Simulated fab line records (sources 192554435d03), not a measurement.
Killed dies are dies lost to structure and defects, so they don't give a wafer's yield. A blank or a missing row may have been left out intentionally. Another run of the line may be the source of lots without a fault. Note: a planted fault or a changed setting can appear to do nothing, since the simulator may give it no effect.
fab line records	flow n5-finfet
record lots=10	wafers=30	last-day=17
route steps=1938 shown STI_FIN_REVEAL@190 DUMMY_GATE@225 BEOL_M4@1111 PASSIVATION@1936
lots with no fault: from the same line, run without faults
start-h: the number of hours between the record's first day and the start of the first shown wafer of the lot	wait-h: hours since the lot's step before	" as in the row above	L1.1+2: a single row standing in for several wafers	- no value present, or no start provided	* or withheld: withheld	< > ~ a bound
route shown NAME@n: names a module that has steps shown in the file, with the first one's number in the route	usual: mean/standard deviation taken from wafers without a fault	same: alike in all rows	chamber/n: place in a boat	sites: each site's reading	_std_site: their standard deviation	_edge_site: outer sites' mean less inner sites'	radius-mm: for every site, how far away it sits from the centre of the wafer	mask NAME#n: copy n	behind: the last tool/chamber to shape the wafer	hold: reason for holding the lot/hours on hold/outcome of the hold	device: the transistor (n, p or np) that didn't switch	end of line: the same wafers' tests at the end of the route	a step without rows: its recipe alone	killed: dies lost to structure and defects at the first sort, not the wafer's yield	map: a wafer's dies, x killed, . not, _ none there
set.NAME: the setting the step ran with; set.NAME@STEP: the setting that earlier step ran with	model.NAME: the simulator's own value behind a step, which no gauge read
route steps across a sampled set of lots; one table per step, one row per wafer
services: a tool's chamber out of use, with start hour (start-h, from the record's first day; less than 0 if before it), hours out, and reason
## steps
# step N5_STI_FIN_REVEAL_ETCHBACK_08
# recipe chemistry=C4F6/O2	target=SiO2	target-depth-a=305	time-s=10.167	ion-energy-ev=250	pressure-mtorr=30	source-w=345	bias-w=185	Ar_flow_sccm=300	C4F6_flow_sccm=10	O2_flow_sccm=10
# usual bias-w=185.0/0.58	drypump-motor-current-A=5.7/0.43	oes-product-au=0.76/0.089	rf-vpp-V=658/14	showerhead-plenum-p-Torr=2.81/0.096	throttle-valve-pct=21.11/0.27
lot.wafer	tool	chamber	start-h	wait-h	bias-w	drypump-motor-current-A	oes-product-au	rf-hours-counter-h	rf-vpp-V	showerhead-plenum-p-Torr	throttle-valve-pct
L506.1	rie-diel-06	3	47.27	0.2	184.2	6.5	1.00	4	630	2.76	20.78
L506.4	"	2	"	"	184.8	5.5	0.75	148	687	2.70	20.99
L506.5	"	3	"	"	185.1	6.4	1.01	-	631	2.76	20.78
L508.1	rie-diel-06	3	60.82	0.2	184.3	6.5	0.98	9	630	2.76	20.80
L508.5	"	2	"	"	184.4	5.5	0.74	-	686	2.70	20.99
L508.6	"	3	"	"	184.9	6.5	0.98	-	631	2.76	20.78
L511.1	rie-diel-05	2	77.90	0.2	184.8	5.1	0.73	175	661	2.98	21.08
L511.2	"	3	"	"	184.8	5.6	0.68	235	640	2.84	21.51
L511.5	"	2	"	"	184.7	5.1	0.72	-	661	2.98	21.07
L512.3	rie-diel-04	0	83.83	0.2	186.2	5.6	0.69	207	654	2.74	21.12
L512.4	"	0	"	"	185.3	5.6	0.70	-	654	2.74	21.13
L512.6	"	1	"	"	186.6	5.2	0.74	-	653	2.72	20.61
L514.2	rie-diel-04	0	93.57	0.2	183.9	5.6	0.70	211	653	2.74	21.14
L514.3	"	2	"	"	185.7	5.8	0.74	153	649	2.95	21.20
L514.4	"	1	"	"	184.9	5.2	0.73	159	651	2.71	20.63
L516.2	rie-diel-06	3	108.23	0.2	185.2	6.5	0.93	26	630	2.75	20.78
L516.3	"	2	"	"	184.5	5.4	0.73	169	688	2.69	21.04
L516.5	"	2	"	"	184.5	5.4	0.73	-	687	2.69	21.01
L517.1	rie-diel-04	3	112.53	0.2	184.5	5.4	0.93	9	659	2.82	20.82
L517.4	"	1	"	"	184.8	5.2	0.73	165	653	2.71	20.63
L517.5	"	1	"	"	185.3	5.2	0.72	-	652	2.71	20.62
L520.3	rie-diel-05	1	129.88	0.1	185.1	6.1	0.91	25	658	2.81	20.93
L520.4	"	0	"	"	184.6	5.7	0.70	223	677	2.72	21.44
L520.6	"	0	"	"	185.8	5.7	0.70	-	678	2.72	21.44
L523.1	rie-diel-05	1	147.70	0.2	184.5	6.1	0.89	32	656	2.81	20.93
L523.4	"	1	"	"	184.3	6.0	0.89	-	658	2.81	20.92
L523.6	"	2	"	"	185.3	5.1	0.70	-	660	2.97	21.11
L525.3	rie-diel-06	1	162.76	0.1	184.6	6.0	0.71	230	669	2.78	21.40
L525.5	"	3	"	"	185.3	6.5	0.89	-	630	2.74	20.84
L525.6	"	0	"	"	184.8	6.6	0.70	-	656	2.82	21.55
# step N5_STI_FIN_REVEAL_OXIDATION_33
# recipe chemistry=O2_PLASMA_REMOTE	temp-c=150	time-s=20	pressure-mtorr=1000	source-power-w=2000	o2-flow-sccm=3000
# usual drypump-motor-current-A=5.75/0.22	heater-power-w=145/13
lot.wafer	tool	chamber	start-h	wait-h	drypump-motor-current-A	heater-power-w	rf-hours-counter-h
L506.1	plasma-asher-02	1	50.03	0.0	5.60	159	30
L506.4	"	1	"	"	5.63	153	-
L506.5	"	0	"	"	5.84	136	-
L508.1	plasma-asher-02	1	63.58	0.0	5.64	159	33
L508.5	"	1	"	"	5.60	150	-
L508.6	"	0	"	"	5.82	129	-
L511.1	plasma-asher-02	0	80.70	0.0	5.79	130	36
L511.2	"	1	"	"	5.63	151	36
L511.5	"	1	"	"	5.63	154	-
L512.3	plasma-asher-01	0	86.61	0.0	6.23	163	-
L512.4	"	1	"	"	5.46	131	-
L512.6	"	1	"	"	5.46	132	-
L514.2	plasma-asher-02	1	96.35	0.0	5.63	156	40
L514.3	"	1	"	"	5.63	155	-
L514.4	"	0	"	"	5.80	133	-
L516.2	plasma-asher-02	0	110.99	0.0	5.86	130	42
L516.3	"	0	"	"	5.81	133	-
L516.5	"	1	"	"	5.59	156	-
L517.1	plasma-asher-01	1	115.49	0.0	5.46	130	99
L517.4	"	0	"	"	6.25	161	-
L517.5	"	1	"	"	5.46	131	-
L520.3	plasma-asher-02	1	133.22	0.0	5.62	151	-
L520.4	"	0	"	"	5.81	133	-
L520.6	"	0	"	"	5.80	134	-
L523.1	plasma-asher-02	1	152.59	2.1	5.59	155	50
L523.4	"	1	"	"	5.60	155	-
L523.6	"	1	"	"	5.62	155	-
L525.3	plasma-asher-02	1	166.01	0.0	5.60	154	-
L525.5	"	1	"	"	5.61	151	-
L525.6	"	0	"	"	5.80	134	-
# step N5_STI_FIN_REVEAL_FIN_H_MEAS_10
# usual trench-depth-nm=52.0/0.94
lot.wafer	tool	chamber	start-h	wait-h	trench-depth-nm
L506.1	ocd-02	-	50.22	0.0	53.8
L506.4	"	-	"	"	52.2
L506.5	"	-	"	"	53.4
L508.1	ocd-01	-	63.77	0.0	54.0
L508.5	"	-	"	"	51.8
L508.6	"	-	"	"	53.5
L511.1	ocd-02	-	80.89	0.0	51.5
L511.2	"	-	"	"	51.4
L511.5	"	-	"	"	50.7
L512.3	ocd-02	-	86.79	0.0	51.5
L512.4	"	-	"	"	50.9
L512.6	"	-	"	"	51.1
L514.2	ocd-02	-	96.55	0.0	50.3
L514.3	"	-	"	"	51.2
L514.4	"	-	"	"	50.0
L516.2	ocd-02	-	111.18	0.0	54.0
L516.3	"	-	"	"	51.7
L516.5	"	-	"	"	51.6
L517.1	ocd-02	-	115.69	0.0	51.9
L517.4	"	-	"	"	51.4
L517.5	"	-	"	"	51.1
L520.3	ocd-02	-	133.40	0.0	53.7
L520.4	"	-	"	"	53.3
L520.6	"	-	"	"	53.4
L523.1	ocd-02	-	152.79	0.0	53.2
L523.4	"	-	"	"	53.4
L523.6	"	-	"	"	51.1
L525.3	ocd-01	-	166.19	0.0	53.9
L525.5	"	-	"	"	53.7
L525.6	"	-	"	"	52.3
# step N5_DUMMY_GATE_COAT_09
# recipe resist=CAR-EUV	spin-rpm=1500	resist-thk-nm=30
# usual exhaust-pa=45.2/0.75	spin-speed-rpm=1499.8/1.1
lot.wafer	tool	chamber	start-h	wait-h	exhaust-pa	spin-speed-rpm
L506.1	litho-track-02	0	58.58	-	45.7	1499.1
L506.4	"	0	"	"	45.3	1498.6
L506.5	"	0	"	"	44.0	1499.9
L508.1	litho-track-04	0	72.22	-	44.0	1500.8
L508.5	"	0	"	"	44.0	1499.0
L508.6	"	0	"	"	45.8	1500.1
L511.1	litho-track-04	0	89.19	-	45.7	1499.8
L511.2	"	0	"	"	44.2	1500.7
L511.5	"	0	"	"	45.0	1500.2
L512.3	litho-track-01	0	95.16	-	45.4	1499.8
L512.4	"	0	"	"	44.4	1499.6
L512.6	"	0	"	"	44.3	1500.9
L514.2	litho-track-04	0	106.14	-	44.3	1466.2
L514.3	"	0	"	"	44.6	1466.5
L514.4	"	0	"	"	44.6	1466.6
L516.2	litho-track-04	0	119.49	-	45.6	1466.1
L516.3	"	0	"	"	46.5	1464.8
L516.5	"	0	"	"	47.0	1466.2
L517.1	litho-track-04	0	124.02	-	45.7	1466.8
L517.4	"	0	"	"	46.6	1466.2
L517.5	"	0	"	"	45.0	1467.7
L520.3	litho-track-02	0	143.52	-	45.7	1498.9
L520.4	"	0	"	"	44.9	1500.0
L520.6	"	0	"	"	45.2	1500.4
L523.1	litho-track-01	0	162.92	-	46.5	1501.2
L523.4	"	0	"	"	45.2	1501.1
L523.6	"	0	"	"	45.9	1502.3
L525.3	litho-track-01	0	174.57	-	45.1	1499.6
L525.5	"	0	"	"	45.5	1501.9
L525.6	"	0	"	"	45.5	1499.0
# step N5_BEOL_M4_RC_MEAS_101
# usual DIBL_N=36.0/2.5	DIBL_P=36.7/3	IOFF_N=0.16/0.043	IOFF_P=0.21/0.049	ION_N=673/15	ION_P=461/9.8	SS_N=71.5/0.83	SS_P=73.4/0.83	VT_N=250/4	VT_P=-251/4
lot.wafer	tool	chamber	start-h	wait-h	DIBL_N[mV/V]	DIBL_P[mV/V]	IOFF_N[nA/um]	IOFF_P[nA/um]	ION_N[uA/um]	ION_P[uA/um]	SS_N[mV/dec]	SS_P[mV/dec]	VT_N[mV]	VT_P[mV]
L506.1	prober-02	0	180.56	0.0	36.6	37.3	0.18	0.19	697	468	71.9	74.1	248	-254
L506.4	"	0	"	"	38.3	38.7	0.20	0.22	686	459	72.2	74.5	247	-251
L506.5	"	0	"	"	34.3	34.4	0.13	0.16	676	463	70.9	73.0	254	-255
L508.1	prober-01	0	186.86	0.0	29.9	30.0	0.09	0.13	677	470	69.7	71.6	256	-257
L508.5	"	0	"	"	35.4	36.9	0.16	0.22	671	467	71.6	72.5	245	-249
L508.6	"	0	"	"	32.0	32.9	0.11	0.17	675	475	71.5	71.8	254	-250
L511.1	prober-02	0	212.67	0.0	30.3	32.5	0.10	0.14	645	441	71.2	71.8	256	-257
L511.2	"	0	"	"	31.6	34.5	0.12	0.16	651	453	70.9	72.6	252	-254
L511.5	"	0	"	"	36.3	39.7	0.23	0.26	681	464	73.6	73.7	244	-246
L512.3	prober-01	0	216.36	0.3	38.4	38.0	0.19	0.23	673	462	72.0	74.1	252	-251
L512.4	"	0	"	"	35.0	35.9	0.13	0.19	665	456	71.3	73.1	254	-253
L512.6	"	0	"	"	36.9	38.2	0.16	0.23	664	460	72.0	74.3	252	-250
L514.2	prober-02	0	220.05	0.2	39.0	38.4	0.18	0.22	668	457	72.6	74.4	251	-251
L514.3	"	0	"	"	37.1	37.8	0.15	0.21	665	455	71.9	73.5	251	-252
L514.4	"	0	"	"	34.3	34.8	0.12	0.18	651	456	70.4	73.2	254	-255
L516.2	prober-02	0	237.25	0.2	34.1	31.4	0.12	0.19	685	473	70.1	72.6	253	-250
L516.3	"	0	"	"	34.7	31.3	0.11	0.18	651	455	71.0	72.2	256	-248
L516.5	"	0	"	"	35.0	31.5	0.13	0.20	662	466	70.8	72.7	254	-248
L517.1	prober-01	0	239.40	0.0	38.8	38.2	0.19	0.23	687	462	72.6	74.1	248	-250
L517.4	"	0	"	"	33.3	32.8	0.10	0.16	648	446	70.9	72.7	258	-253
L517.5	"	0	"	"	36.1	35.0	0.14	0.18	654	446	72.4	73.5	253	-251
L520.3	prober-01	0	270.19	0.3	34.1	34.3	0.12	0.15	682	458	70.1	72.9	251	-257
L520.4	"	0	"	"	37.5	37.5	0.18	0.20	693	462	72.1	74.3	249	-252
L520.6	"	0	"	"	33.7	34.6	0.12	0.17	666	460	71.0	73.0	253	-252
L523.1	prober-02	0	288.27	0.0	33.7	35.3	0.12	0.17	674	458	71.4	72.8	255	-256
L523.4	"	0	"	"	35.5	37.1	0.15	0.19	679	461	71.3	73.7	250	-253
L523.6	"	0	"	"	37.5	38.7	0.17	0.20	666	445	72.2	74.1	253	-252
L525.3	prober-01	0	305.45	0.3	36.2	37.5	0.17	0.23	690	470	71.2	73.6	246	-248
L525.5	"	0	"	"	35.2	35.9	0.15	0.21	686	475	71.5	72.8	250	-248
L525.6	"	0	"	"	38.7	40.4	0.22	0.29	685	466	72.0	74.1	244	-246
# step N5_PASSIVATION_PROBE_49
# usual defect-limited-yield=91.1/1.5	killed_at_M0_to_M3=37/11	killed_at_M4_up=13/5.6	killed-at-contacts=12/5.6	killed-at-front-end=39/11	killed-at-other=4/3.1	killed-dies=105/18	killed-open=69/13	killed-short=35/7.4	sort_bin_5_function=5.1/0.92	sort_bin_6_memory=3.4/0.76	sort_bin_8_speed=0.02/0.11	sort-n-pass=1075/18	sort-yield-pct=91.1/1.5
# same gross-dies=1180	killed-at-back-side=0	sort_bin_4_leakage[%]=0
lot.wafer	tool	chamber	start-h	wait-h	defect-limited-yield[%]	killed_at_M0_to_M3	killed_at_M4_up	killed-at-contacts	killed-at-front-end	killed-at-other	killed-dies	killed-open	killed-short	sort_bin_5_function[%]	sort_bin_6_memory[%]	sort_bin_8_speed[%]	sort-n-pass	sort-yield-pct[%]
L506.1	prober-02	-	284.52	0.0	92.2	44	8	13	24	3	92	63	28	4.4	3.4	0	1088	92.2
L506.4	prober-02	-	284.67	0.2	90.6	44	19	15	32	1	111	74	37	5.4	3.8	0	1069	90.6
L506.5	prober-02	-	284.72	0.2	90.4	42	8	20	35	8	113	70	43	5.5	3.4	0	1067	90.4
L508.1	prober-02	-	290.58	0.0	91.1	52	7	20	25	1	105	71	34	5.3	3.6	0	1075	91.1
L508.5	prober-02	-	290.78	0.2	92.5	33	11	12	27	6	89	55	33	4.3	2.7	0	1091	92.5
L508.6	prober-02	-	290.83	0.3	88.4	55	21	7	50	4	137	82	46	6.5	4.2	0	1043	88.4
L511.1	prober-02	-	310.29	0.0	93.0	24	10	15	31	3	83	60	22	4.5	2.4	0.34	1093	92.6
L511.2	prober-02	-	310.34	0.1	91.9	26	16	19	33	1	95	62	33	5.0	2.5	0	1085	91.9
L511.5	prober-02	-	310.49	0.2	91.8	29	14	14	39	1	97	64	33	4.8	3.1	0	1083	91.8
L512.3	prober-02	-	324.51	0.1	88.1	50	22	26	37	6	141	108	32	7.5	4.2	0	1039	88.1
L512.4	prober-02	-	324.56	0.2	89.6	39	16	8	59	1	123	80	43	5.5	4.5	0	1057	89.6
L512.6	prober-02	-	324.66	0.3	92.2	31	7	10	41	3	92	60	31	4.9	2.6	0	1088	92.2
L514.2	prober-02	-	326.44	0.1	90.1	35	20	15	41	6	117	70	38	5.5	3.1	0	1063	90.1
L514.3	prober-02	-	326.49	0.1	88.6	54	13	16	39	12	134	101	32	6.7	4.4	0	1046	88.6
L514.4	prober-02	-	326.54	0.2	90.3	41	18	14	38	4	115	73	40	5.9	3.6	0	1065	90.3
L516.2	prober-01	-	344.24	0.1	94.1	28	8	3	25	6	70	46	23	3.0	2.7	0	1110	94.1
L516.3	prober-01	-	344.29	0.1	94.2	25	2	4	28	9	68	37	31	3.4	2.2	0	1112	94.2
L516.5	prober-01	-	344.39	0.2	91.4	49	7	8	33	4	101	73	28	5.0	3.5	0	1079	91.4
L517.1	prober-01	-	354.93	0.0	91.3	30	17	9	39	8	103	64	39	5.7	2.7	0	1077	91.3
L517.4	prober-01	-	355.08	0.2	93.4	24	12	10	28	4	78	46	32	3.9	2.4	0.17	1100	93.2
L517.5	prober-01	-	355.13	0.2	93.9	18	16	13	22	3	72	51	21	3.6	2.2	0	1108	93.9
L520.3	prober-02	-	390.29	0.1	91.9	27	11	11	46	1	96	58	38	4.6	3.2	0	1084	91.9
L520.4	prober-02	-	390.34	0.2	91.4	36	16	14	34	1	101	62	37	5.3	3.0	0	1079	91.4
L520.6	prober-02	-	390.44	0.3	91.2	36	18	12	36	2	104	68	36	4.8	3.9	0	1076	91.2
L523.1	prober-02	-	391.82	0.0	87.7	68	7	11	53	6	145	104	41	7.5	4.2	0	1035	87.7
L523.4	prober-02	-	391.97	0.2	88.2	48	21	14	51	5	139	94	43	7.5	3.6	0	1041	88.2
L523.6	prober-02	-	392.07	0.3	90.8	42	22	7	37	0	108	71	37	5.8	2.8	0	1072	90.8
L525.3	prober-01	-	413.73	0.1	91.9	36	7	3	44	6	96	70	24	4.3	3.6	0	1084	91.9
L525.5	prober-01	-	413.83	0.2	91.7	46	7	10	24	11	98	60	35	5.0	3.1	0	1082	91.7
L525.6	prober-01	-	413.88	0.3	91.8	29	17	7	37	7	97	65	29	5.4	2.7	0	1083	91.8
# killed by level:class
L506.1 MOL_CONTACT_COAG:geometric-particle:open=11 BEOL_M2:geometric-particle:open=10 FIN_SAQP:geometric-particle:open=8 BEOL_M0_SAQP:geometric-particle:open=8 BEOL_M1:geometric-particle:open=8 FIN_SAQP:geometric-particle:short=6 BEOL_M0_SAQP:geometric-particle:short=5 BEOL_M0:geometric-particle:open=3
L506.4 BEOL_M0_SAQP:geometric-particle:short=12 BEOL_M0_SAQP:geometric-particle:open=11 MOL_CONTACT_COAG:geometric-particle:open=10 BEOL_M4:geometric-particle:open=7 BEOL_M3:geometric-particle:open=6 DUMMY_GATE:geometric-particle:open=6 BEOL_M1:geometric-particle:open=6 MOL_CONTACT_COAG:geometric-particle:short=5
L506.5 MOL_CONTACT_COAG:geometric-particle:open=15 BEOL_M0_SAQP:geometric-particle:short=12 FIN_SAQP:geometric-particle:open=11 BEOL_M1:geometric-particle:open=8 FIN_SAQP:geometric-particle:short=6 BEOL_M2:geometric-particle:open=6 MOL_CONTACT_COAG:geometric-particle:short=5 MIM_TOP:geometric-particle:open=4
L508.1 MOL_CONTACT_COAG:geometric-particle:open=17 BEOL_M1:geometric-particle:open=13 BEOL_M3:geometric-particle:short=10 BEOL_M0_SAQP:geometric-particle:open=9 FIN_SAQP:geometric-particle:open=6 FIN_SAQP:geometric-particle:short=5 DUMMY_GATE:geometric-particle:open=5 BEOL_M2:geometric-particle:open=5
L508.5 MOL_CONTACT_COAG:geometric-particle:open=10 BEOL_M2:geometric-particle:open=9 BEOL_M4:geometric-particle:open=6 BEOL_M0_SAQP:geometric-particle:short=6 BEOL_M1:geometric-particle:open=6 STI_FIN_REVEAL:geometric-particle:open=5 BEOL_M3:geometric-particle:short=5 ILD0:geometric-particle:short=4
L508.6 BEOL_M1:geometric-particle:open=17 BEOL_M4:geometric-particle:open=12 BEOL_M0_SAQP:geometric-particle:open=8 HKMG_FIN:area-etch=8 FIN_SAQP:geometric-particle:open=7 STI_FIN_REVEAL:geometric-particle:open=7 BEOL_M0_SAQP:geometric-particle:short=7 BEOL_M4:geometric-particle:short=6
L511.1 MOL_CONTACT_COAG:geometric-particle:open=11 STI_FIN_REVEAL:geometric-particle:open=10 BEOL_M0_SAQP:geometric-particle:short=7 BEOL_M0_SAQP:geometric-particle:open=7 BEOL_M4:geometric-particle:open=7 FIN_SAQP:geometric-particle:open=5 BEOL_M2:geometric-particle:open=5 FIN_SAQP:geometric-particle:short=4
L511.2 MOL_CONTACT_COAG:geometric-particle:open=11 MOL_CONTACT_COAG:geometric-particle:short=8 BEOL_M4:geometric-particle:open=8 STI_FIN_REVEAL:geometric-particle:open=7 DUMMY_GATE:geometric-particle:open=7 FIN_SAQP:geometric-particle:open=6 BEOL_M3:geometric-particle:open=6 BEOL_M1:geometric-particle:open=5
L511.5 STI_FIN_REVEAL:geometric-particle:open=14 FIN_SAQP:geometric-particle:short=9 MOL_CONTACT_COAG:geometric-particle:open=9 BEOL_M3:geometric-particle:open=8 DUMMY_GATE:geometric-particle:open=5 MOL_CONTACT_COAG:geometric-particle:short=5 BEOL_M0_SAQP:geometric-particle:short=5 BEOL_M0_SAQP:geometric-particle:open=4
L512.3 MOL_CONTACT_COAG:geometric-particle:open=19 STI_FIN_REVEAL:geometric-particle:open=16 BEOL_M4:geometric-particle:open=13 BEOL_M0_SAQP:geometric-particle:open=13 BEOL_M0_SAQP:geometric-particle:short=13 BEOL_M3:geometric-particle:open=9 BEOL_M1:geometric-particle:open=8 MOL_CONTACT_COAG:geometric-particle:short=7
L512.4 STI_FIN_REVEAL:geometric-particle:open=26 BEOL_M0_SAQP:geometric-particle:open=13 BEOL_M0_SAQP:geometric-particle:short=9 ILD0:geometric-particle:short=7 BEOL_M1:geometric-particle:open=6 MOL_CONTACT_COAG:geometric-particle:open=5 BEOL_M0:geometric-particle:open=5 STARTING-WAFER:geometric-particle:short=5
L512.6 STI_FIN_REVEAL:geometric-particle:open=16 BEOL_M1:geometric-particle:open=14 MOL_CONTACT_COAG:geometric-particle:open=7 BEOL_M0_SAQP:geometric-particle:short=6 GATE_CUT:geometric-particle:short=4 BEOL_M0_SAQP:geometric-particle:open=4 STARTING-WAFER:geometric-particle:open=4 FIN_SAQP:geometric-particle:open=3
L514.2 BEOL_M2:geometric-particle:open=12 MOL_CONTACT_COAG:geometric-particle:open=10 FIN_SAQP:geometric-particle:short=9 STI_FIN_REVEAL:geometric-particle:open=9 BEOL_M3:geometric-particle:open=7 HKMG_FIN:area-etch=7 BEOL_M0_SAQP:geometric-particle:short=6 MOL_CONTACT_COAG:geometric-particle:short=5
L514.3 BEOL_M0_SAQP:geometric-particle:open=18 BEOL_M3:geometric-particle:open=17 MOL_CONTACT_COAG:geometric-particle:open=15 FIN_SAQP:geometric-particle:open=8 BEOL_M4:geometric-particle:open=8 STI_FIN_REVEAL:geometric-particle:open=7 BEOL_M0_SAQP:geometric-particle:short=6 BEOL_M1:geometric-particle:open=6
L514.4 BEOL_M3:geometric-particle:open=13 MOL_CONTACT_COAG:geometric-particle:open=9 BEOL_M4:geometric-particle:open=8 BEOL_M0_SAQP:geometric-particle:open=7 BEOL_M1:geometric-particle:open=6 FIN_SAQP:geometric-particle:short=5 MOL_CONTACT_COAG:geometric-particle:short=5 DUMMY_GATE:geometric-particle:short=4
L516.2 BEOL_M2:geometric-particle:open=9 BEOL_M0_SAQP:geometric-particle:open=6 BEOL_M2:geometric-particle:short=5 STI_FIN_REVEAL:geometric-particle:open=4 ILD0:geometric-particle:open=4 GATE_CUT:geometric-particle:open=4 FIN_SAQP:geometric-particle:short=3 ILD0:geometric-particle:short=3
L516.3 BEOL_M0_SAQP:geometric-particle:short=10 FIN_SAQP:geometric-particle:short=5 STI_FIN_REVEAL:geometric-particle:open=5 GATE_CUT:geometric-particle:short=5 BEOL_M3:geometric-particle:open=4 DUMMY_GATE:geometric-particle:open=3 MOL_CONTACT_COAG:geometric-particle:open=3 BEOL_M0_SAQP:geometric-particle:open=3
L516.5 BEOL_M0_SAQP:geometric-particle:open=15 BEOL_M0_SAQP:geometric-particle:short=12 DUMMY_GATE:geometric-particle:open=11 BEOL_M0:geometric-particle:open=7 BEOL_M2:geometric-particle:open=7 STI_FIN_REVEAL:geometric-particle:open=6 MOL_CONTACT_COAG:geometric-particle:open=6 GATE_CUT:geometric-particle:open=3
L517.1 FIN_SAQP:geometric-particle:short=10 FIN_SAQP:geometric-particle:open=10 BEOL_M4:geometric-particle:open=10 BEOL_M0_SAQP:geometric-particle:short=8 BEOL_M0_SAQP:geometric-particle:open=6 MOL_CONTACT_COAG:geometric-particle:short=5 BEOL_M3:geometric-particle:open=5 STARTING-WAFER:geometric-particle:open=5
L517.4 MOL_CONTACT_COAG:geometric-particle:open=7 BEOL_M0_SAQP:geometric-particle:open=5 BEOL_M1:geometric-particle:open=5 FIN_SAQP:geometric-particle:short=4 FIN_SAQP:geometric-particle:open=4 BEOL_M0_SAQP:geometric-particle:short=4 BEOL_M5:geometric-particle:open=4 DUMMY_GATE:geometric-particle:open=3
L517.5 MOL_CONTACT_COAG:geometric-particle:open=11 BEOL_M4:geometric-particle:open=7 BEOL_M1:geometric-particle:open=7 STI_FIN_REVEAL:geometric-particle:open=6 BEOL_M0_SAQP:geometric-particle:short=4 FIN_SAQP:geometric-particle:open=3 BEOL_M3:geometric-particle:open=3 BEOL_M6:geometric-particle:open=3
L520.3 STI_FIN_REVEAL:geometric-particle:open=13 FIN_SAQP:geometric-particle:short=12 FIN_SAQP:geometric-particle:open=9 MOL_CONTACT_COAG:geometric-particle:open=7 BEOL_M4:geometric-particle:open=6 GATE_CUT:geometric-particle:short=6 BEOL_M3:geometric-particle:open=6 BEOL_M0_SAQP:geometric-particle:short=5
L520.4 MOL_CONTACT_COAG:geometric-particle:open=12 BEOL_M0_SAQP:geometric-particle:short=12 GATE_CUT:geometric-particle:short=10 STI_FIN_REVEAL:geometric-particle:open=8 BEOL_M3:geometric-particle:open=7 BEOL_M2:geometric-particle:open=6 BEOL_M4:geometric-particle:open=6 FIN_SAQP:geometric-particle:short=4
L520.6 BEOL_M0_SAQP:geometric-particle:short=13 MOL_CONTACT_COAG:geometric-particle:open=11 BEOL_M4:geometric-particle:open=10 STI_FIN_REVEAL:geometric-particle:open=8 BEOL_M0_SAQP:geometric-particle:open=8 BEOL_M3:geometric-particle:open=8 FIN_SAQP:geometric-particle:short=6 FIN_SAQP:geometric-particle:open=4
L523.1 STI_FIN_REVEAL:geometric-particle:open=22 BEOL_M1:geometric-particle:open=16 BEOL_M0_SAQP:geometric-particle:short=12 BEOL_M2:geometric-particle:open=11 BEOL_M0_SAQP:geometric-particle:open=10 FIN_SAQP:geometric-particle:open=9 DUMMY_GATE:geometric-particle:open=9 BEOL_M3:geometric-particle:open=9
L523.4 FIN_SAQP:geometric-particle:open=17 BEOL_M0_SAQP:geometric-particle:open=13 BEOL_M0_SAQP:geometric-particle:short=12 DUMMY_GATE:geometric-particle:open=12 MOL_CONTACT_COAG:geometric-particle:open=12 BEOL_M4:geometric-particle:open=10 FIN_SAQP:geometric-particle:short=7 STI_FIN_REVEAL:geometric-particle:open=7
L523.6 BEOL_M4:geometric-particle:open=10 BEOL_M2:geometric-particle:short=9 BEOL_M0_SAQP:geometric-particle:open=8 BEOL_M1:geometric-particle:open=8 FIN_SAQP:geometric-particle:open=7 STI_FIN_REVEAL:geometric-particle:open=7 GATE_CUT:geometric-particle:short=6 MOL_CONTACT_COAG:geometric-particle:open=6
L525.3 STI_FIN_REVEAL:geometric-particle:open=13 BEOL_M0_SAQP:geometric-particle:open=11 FIN_SAQP:geometric-particle:short=7 DUMMY_GATE:geometric-particle:open=7 BEOL_M3:geometric-particle:open=7 BEOL_M0_SAQP:geometric-particle:short=6 BEOL_M1:geometric-particle:open=5 STARTING-WAFER:geometric-particle:open=5
L525.5 BEOL_M0_SAQP:geometric-particle:open=15 BEOL_M0_SAQP:geometric-particle:short=9 BEOL_M1:geometric-particle:open=8 MOL_CONTACT_COAG:geometric-particle:open=7 GATE_CUT:geometric-particle:short=5 PAD_METAL:geometric-particle:short=5 BEOL_M4:geometric-particle:open=4 FIN_SAQP:geometric-particle:short=3
L525.6 STI_FIN_REVEAL:geometric-particle:open=16 BEOL_M4:geometric-particle:open=11 BEOL_M0_SAQP:geometric-particle:short=8 FIN_SAQP:geometric-particle:open=6 MOL_CONTACT_COAG:geometric-particle:open=5 BEOL_M0_SAQP:geometric-particle:open=5 BEOL_M2:geometric-particle:open=5 MIM_TOP_ETCH:geometric-particle:open=5
## services
tool	chamber	start-h	hours	kind
rie-diel-04	-	29.97	0.6	repair
rie-diel-05	1	31.04	-	clean
rie-diel-05	1	31.04	-	consumable-replace:focus-ring
rie-diel-05	1	31.04	33.0	scheduled-down
rie-diel-05	1	31.04	33.0	vent-cycle
rie-diel-05	3	46.35	2.7	repair
rie-diel-04	3	53.98	-	clean
rie-diel-04	3	53.98	-	consumable-replace:focus-ring
rie-diel-04	3	53.98	30.0	scheduled-down
rie-diel-04	3	53.98	30.0	vent-cycle
litho-track-04	-	56.82	-	consumable-replace:filter
rie-diel-06	-	59.51	0.8	repair
rie-diel-05	2	59.86	3.2	repair
rie-diel-05	-	63.26	0.9	repair
plasma-asher-01	-	75.48	0.7	repair
litho-track-04	-	86.76	-	consumable-replace:filter
rie-diel-05	2	90.55	4.2	repair
rie-diel-06	0	107.86	29.5	repair
rie-diel-05	2	112.56	7.4	repair
rie-diel-04	2	130.36	10.1	repair
rie-diel-05	3	134.08	65.0	repair
plasma-asher-01	-	149.21	9.0	repair
plasma-asher-02	-	150.35	2.0	repair
## key
first-sign step=N5_DUMMY_GATE_COAT_09	reading=spin-speed-rpm	direction=down	sigmas=30	usual=*	struck=*
effect none on later readings
met-at N5_DUMMY_GATE_COAT_09
struck-lots L514,L516,L517
not-acting-at N5_STI_FIN_REVEAL_ETCHBACK_08,N5_STI_FIN_REVEAL_OXIDATION_33,N5_STI_FIN_REVEAL_FIN_H_MEAS_10
onset-between 89.19 106.14
fault kind=process-parameter-drift	tool=litho-track-04	chamber=-	onset-h=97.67	steps=N5_DUMMY_GATE_COAT_09	channel=spin-rpm	offset=*	shape=step	end-h=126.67	acts-in=*	stated=*
